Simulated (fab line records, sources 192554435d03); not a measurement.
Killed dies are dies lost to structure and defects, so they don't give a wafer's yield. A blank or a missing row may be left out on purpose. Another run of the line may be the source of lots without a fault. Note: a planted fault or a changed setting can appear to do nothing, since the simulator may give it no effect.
3 desks, one fault -- flow n5 finfet -- numbers are kept per desk, each desk with only its own; the story behind them comes last

## THE DEFECT DESK
Lot by lot, what the route's inspections counted, given as the mean of those sampled wafers with a number. If a lot's mean is further than 4 standard deviations from the usual mean, the lot is out of limits and carries the mark OUT (the distance appears in the brackets).
Columns: A = raw defect count at N5_PASSIVATION_INSPECT_61, usual 2.0
lot,first seen here,A
L252,day 14 00:23,3.0
L254,day 14 15:33,1.3
L257,day 16 01:20,2.7
L264,day 17 00:03,1.3
L263,day 17 04:03,1.3
L262,day 17 04:55,0.7
L268,day 18 07:46,2.7
This desk's finding: nothing out of limits on any of the 7 lots.

## AT THE METROLOGY DESK
Lot by lot, what the gauges showed, no matter which tool ran the lot: averages of those sampled wafers that carry a number. If a lot's mean is further than 4 standard deviations from the usual mean, the lot is out of limits and carries the mark OUT (the distance appears in the brackets).
Columns: A = cd nm at N5_PASSIVATION_CD_MEAS_10, usual 3002.4 nm; B = TV_OVL at N5_PASSIVATION_OVL_MEAS_60, usual -3 nm
lot,first seen here,A,B
L252,day 14 00:20,3003.0,-6
L254,day 14 15:28,3004.0,-1
L257,day 16 01:17,3001.1,-5
L264,day 16 23:59,3004.6,-8
L263,day 17 04:00,3001.8,-7
L262,day 17 04:52,3001.0,-3
L268,day 18 07:43,2999.0,1
This desk's finding: nothing out of limits on any of the 7 lots.

## TOOL OWNER'S DESK, rie diel-01
The tool's own readings at N5_PASSIVATION_ETCH_15 (etches SiCN in CF4/N2, target depth 75 nm, time 81.2 s): means of the sampled wafers that have a number, for each lot that ran on this tool. If a lot's mean is further than 4 standard deviations from the usual mean, the lot is out of limits and carries the mark OUT (the distance appears in the brackets).
Columns: A = bias w at N5_PASSIVATION_ETCH_15, usual 70.00 W; B = drypump motor current A at N5_PASSIVATION_ETCH_15, usual 5.7 A; C = oes product au at N5_PASSIVATION_ETCH_15, usual 0.78 a.u.; D = rf vpp V at N5_PASSIVATION_ETCH_15, usual 382.6 V; E = showerhead plenum p Torr at N5_PASSIVATION_ETCH_15, usual 2.22 Torr; F = throttle valve pct at N5_PASSIVATION_ETCH_15, usual 15.49 %
lot,first seen here,A,B,C,D,E,F
L252,day 14 00:49,70.00,6.0,0.71,381.1,2.16,15.65
L257,day 16 02:02,70.10,6.0,0.72,382.3,2.20,15.56
L263,day 17 04:32,69.76,6.1,0.70,382.9,2.21,15.63
L262,day 17 05:32,70.07,6.1,0.70,382.9,2.21,15.63
This desk's finding: nothing out of limits on any of the 4 lots.

## PUT TOGETHER
No out-of-limits result turned up at the defect desk.
At the metrology desk, nothing out of limits was observed.
The desk of the tool owner found nothing out of limits.

## WHAT THE SIMULATOR PUT IN
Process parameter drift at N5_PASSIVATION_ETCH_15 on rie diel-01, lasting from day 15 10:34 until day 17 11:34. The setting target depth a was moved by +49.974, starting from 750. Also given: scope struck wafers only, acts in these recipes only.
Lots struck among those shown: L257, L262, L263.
